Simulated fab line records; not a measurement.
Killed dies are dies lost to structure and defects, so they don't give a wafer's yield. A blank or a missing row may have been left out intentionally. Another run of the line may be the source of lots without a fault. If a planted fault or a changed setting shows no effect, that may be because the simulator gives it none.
Which tool is to blame? ; flow nandHarc ; 12 lots with 36 wafers sampled at 5 steps, on a route of 1159 steps

WHAT EACH GAUGE READ, for each wafer
NHARC_P_CONTACT_CD_MEAS_19. Usual: cdNm 90.0 nm, standard deviation 2.
lot;measured;on;cdNm (nm);flag
L144;day 5 22:28;cdSem-02;90.9 88.3 90.0;
L146;day 6 04:50;cdSem-01;85.6 88.4 90.0;
L151;day 7 05:35;cdSem-03;93.0 88.6 91.3;
L152;day 7 22:40;cdSem-03;92.7 92.3 92.4;
L153;day 8 00:26;cdSem-01;88.3 89.8 88.2;
L155;day 8 21:23;cdSem-03;87.2 92.6 88.6;
L162;day 10 05:02;cdSem-03;87.8 86.5 89.9;
L163;day 10 11:17;cdSem-02;91.5 87.2 91.0;
L164;day 10 12:19;cdSem-02;93.0 87.9 92.0;
L165;day 11 03:52;cdSem-01;88.9 89.3 89.7;
L166;day 11 04:05;cdSem-01;91.0 92.5 87.1;
L167;day 11 09:01;cdSem-02;88.8 91.6 91.1;

NHARC_P_M1_CD_MEAS_09: target cd 130 nm. Usual: cdNm 130.4 nm, standard deviation 0.63.
lot;measured;on;cdNm (nm);flag
L144;day 6 20:34;cdSem-02;130.5 131.2 130.2;
L146;day 6 21:01;cdSem-02;130.8 131.3 131.3;
L151;day 7 14:26;cdSem-01;130.8 130.2 130.4;
L152;day 8 08:33;cdSem-01;130.5 129.7 129.9;
L162;day 10 13:31;cdSem-02;130.1 130.5 129.8;
L163;day 10 20:43;cdSem-02;130.6 129.8 130.5;
L164;day 10 21:13;cdSem-01;130.2 131.5 130.2;
L165;day 11 15:04;cdSem-02;129.1 129.4 130.0;
L166;day 11 15:34;cdSem-01;130.1 131.3 131.3;
L167;day 11 22:26;cdSem-01;130.5 129.8 130.3;

NHARC_END_SORT_01. Usual: defectLimitedYield 95.2 %, standard deviation 1.6; killedAtArray 29, standard deviation 10; killedAtOther 0.7, standard deviation 1.1; killedAtPeriphery 3.2, standard deviation 2.2; killedDies 33, standard deviation 11; killedOpen 3.5, standard deviation 1.8; killedShort 2.0, standard deviation 1.4; sort_bin_2_pct 1.5 %, standard deviation 0.61; sort_bin_3_pct 0.29 %, standard deviation 0.22; sort_bin_4_pct 3.1 %, standard deviation 1.1; sortNPass 644, standard deviation 11; sortRimYieldPct 95 %, standard deviation 3.3; sortYieldPct 95.2 %, standard deviation 1.6.
lot;measured;on;defectLimitedYield (%);killedAtArray;killedAtOther;killedAtPeriphery;killedDies;killedOpen;killedShort;sort_bin_2_pct (%);sort_bin_3_pct (%);sort_bin_4_pct (%);sortNPass;sortRimYieldPct (%);sortYieldPct (%);flag
L153;day 22 09:40;prober-01;0 0 0;13 8 22;0 0 0;664 669 655;677 677 677;2 2 4;2 0 3;97.5 99.0 96.8;0.44 0 0.74;2.1 1.0 2.5;0 0 0;0 0 0;0 0 0;OFF
L155;day 22 09:56;prober-02;0 0 0;38 43 39;0 1 1;639 633 637;677 677 677;3 5 4;1 3 2;94.8 94.7 94.7;0.30 0.30 0.44;4.9 5.0 4.9;0 0 0;0 0 0;0 0 0;OFF
L162;day 24 09:04;prober-02;94.8 94.1 92.8;32 38 46;0 0 0;3 2 3;35 40 49;2 5 3;3 1 2;1.3 0.9 2.4;0.15 0.30 0.44;3.7 4.7 4.4;642 637 628;91 92 98;94.8 94.1 92.8;

EACH LOT AND THE TOOL THAT RAN IT (in order: tool; ch and the chambers of the sampled wafers; start)
lot;NHARC_P_CONTACT_ETCH_36;NHARC_P_M0_PVD_21
L144;rieDiel-09 ch 1,2,3, day 5 22:28 or earlier;pvdSputter-03, day 6 17:50
L146;rieDiel-02 ch 0,2,3, day 6 04:50 or earlier;pvdSputter-03, day 6 18:17
L151;rieDiel-09 ch 0,1,3, day 7 05:35 or earlier;pvdSputter-01, day 7 11:43
L152;rieDiel-02 ch 0,2, day 7 22:40 or earlier;pvdSputter-02, day 8 05:50
L153;rieDiel-02 ch 0,1,3, day 8 00:26 or earlier;pvdSputter-01, day 8 10:58
L155;rieDiel-09 ch 0,2,3, day 8 21:23 or earlier;pvdSputter-02, day 9 03:07
L162;rieDiel-09 ch 0,3, day 10 05:02 or earlier;pvdSputter-02, day 10 10:49
L163;rieDiel-09 ch 0,2,3, day 10 11:17 or earlier;pvdSputter-02, day 10 17:57
L164;rieDiel-09 ch 1,2,3, day 10 12:19 or earlier;pvdSputter-01, day 10 18:22
L165;rieDiel-08 ch 0,1,2, day 11 03:52 or earlier;pvdSputter-02, day 11 12:21
L166;rieDiel-09 ch 2,3, day 11 04:05 or earlier;pvdSputter-03, day 11 12:49
L167;rieDiel-09 ch 0,1,3, day 11 09:01 or earlier;pvdSputter-02, day 11 19:43
- NHARC_P_CONTACT_ETCH_36: etches the open film in N2/H2, target depth 260 nm, time 406.25 s.
- NHARC_P_M0_PVD_21: deposits Cu, target thk 30 nm, time 20.49 s.

AS READ BY THE TOOLS THEMSELVES (means over the sampled wafers that have a number; for cases with no such wafer, the mark the record gives instead)
NHARC_P_CONTACT_ETCH_36. Usual: drypumpMotorCurrentA is 5.9 A with standard deviation 0.4, h2FlowSccm is 150.0 sccm with standard deviation 0.4, n2FlowSccm is 150.1 sccm with standard deviation 0.47, oesProductAu is 0.999 a.u. with standard deviation 0.012, rfVppV is 431.3 V with standard deviation 2.1, showerheadPlenumPTorr is 2.06 Torr with standard deviation 0.073, and throttleValvePct is 14.172 % with standard deviation 0.0084.
lot;tool;drypumpMotorCurrentA (A);h2FlowSccm (sccm);n2FlowSccm (sccm);oesProductAu (a.u.);rfVppV (V);showerheadPlenumPTorr (Torr);throttleValvePct (%);flag
L144;rieDiel-09;6.2;150.1;150.3;0.997;432.7;2.11;14.167;
L146;rieDiel-02;5.5;149.4;149.9;1.009;429.1;2.01;14.173;
L151;rieDiel-09;6.2;149.7;150.1;0.991;431.9;2.10;14.171;
L152;rieDiel-02;5.4;150.1;149.8;0.996;430.0;2.05;14.172;
L153;rieDiel-02;5.4;150.2;150.2;0.995;430.2;2.01;14.173;
L155;rieDiel-09;6.0;150.0;150.2;0.998;432.5;2.10;14.175;
L162;rieDiel-09;5.9;150.0;150.3;0.987;432.4;2.12;14.171;
L163;rieDiel-09;6.0;149.9;150.3;0.997;432.7;2.10;14.171;
L164;rieDiel-09;6.2;150.4;149.7;0.991;432.3;2.11;14.172;
L165;rieDiel-08;5.8;149.8;150.7;1.005;428.1;1.96;14.177;
L166;rieDiel-09;6.1;150.4;150.9;0.998;431.9;2.11;14.171;
L167;rieDiel-09;6.1;149.8;150.2;0.995;433.0;2.10;14.170;

NHARC_P_M0_PVD_21. Usual: cathodeDcPowerW 4999.9 W, standard deviation 0.94; chamberPressurePa 5.000 Pa, standard deviation 0.01; throttleValvePct 30.2 %, standard deviation 0.71.
lot;tool;cathodeDcPowerW (W);chamberPressurePa (Pa);throttleValvePct (%);flag
L144;pvdSputter-03;5000.4;4.994;30.0;
L146;pvdSputter-03;4999.8;5.006;30.2;
L151;pvdSputter-01;5000.0;4.991;30.3;
L152;pvdSputter-02;5001.2;5.001;30.4;
L153;pvdSputter-01;-;-;-;OFF
L155;pvdSputter-02;-;-;-;OFF
L162;pvdSputter-02;4999.9;4.991;29.8;
L163;pvdSputter-02;4999.8;5.003;30.4;
L164;pvdSputter-01;4999.7;4.988;30.8;
L165;pvdSputter-02;4999.5;4.993;30.2;
L166;pvdSputter-03;5000.3;4.998;30.0;
L167;pvdSputter-02;4999.7;4.998;29.9;

THE ANSWER, worked out from the rows above alone
Rule: a lot is off if the mean of its wafers that have a number lies more than 3 standard deviations from the usual mean. A lot without any number at a reading at which 4 lots or more have one is off too. Where the step has rows for the other lots, those lots are counted as sound. After the gauges, taken in route order, come the tools' own readings; for these a lot's mean is taken, as printed above. At the first step where some lot is off, the reading lying furthest off is the one used; lots without a number count as furthest.
Off: L153, L155, at NHARC_END_SORT_01 (killedAtPeriphery). Neither off nor sound, because the step has no rows for them: L144, L146, L151, L152, L163, L164, L165, L166, L167.
A tool fits if, at a process step before that reading, it ran every lot that is off, and no sound lot after the first of them. Not tried: the gauges at NHARC_END_SORT_01; whatever is off there is also off at NHARC_P_M0_PVD_21, on other tools, and gauge error can't account for it. Because NHARC_P_CONTACT_ETCH_36 lacks a start for some lots, the hours and order of its lots are taken from NHARC_P_CONTACT_CD_MEAS_19. None of those tried fits.

WHAT THE SIMULATOR HAD PUT IN
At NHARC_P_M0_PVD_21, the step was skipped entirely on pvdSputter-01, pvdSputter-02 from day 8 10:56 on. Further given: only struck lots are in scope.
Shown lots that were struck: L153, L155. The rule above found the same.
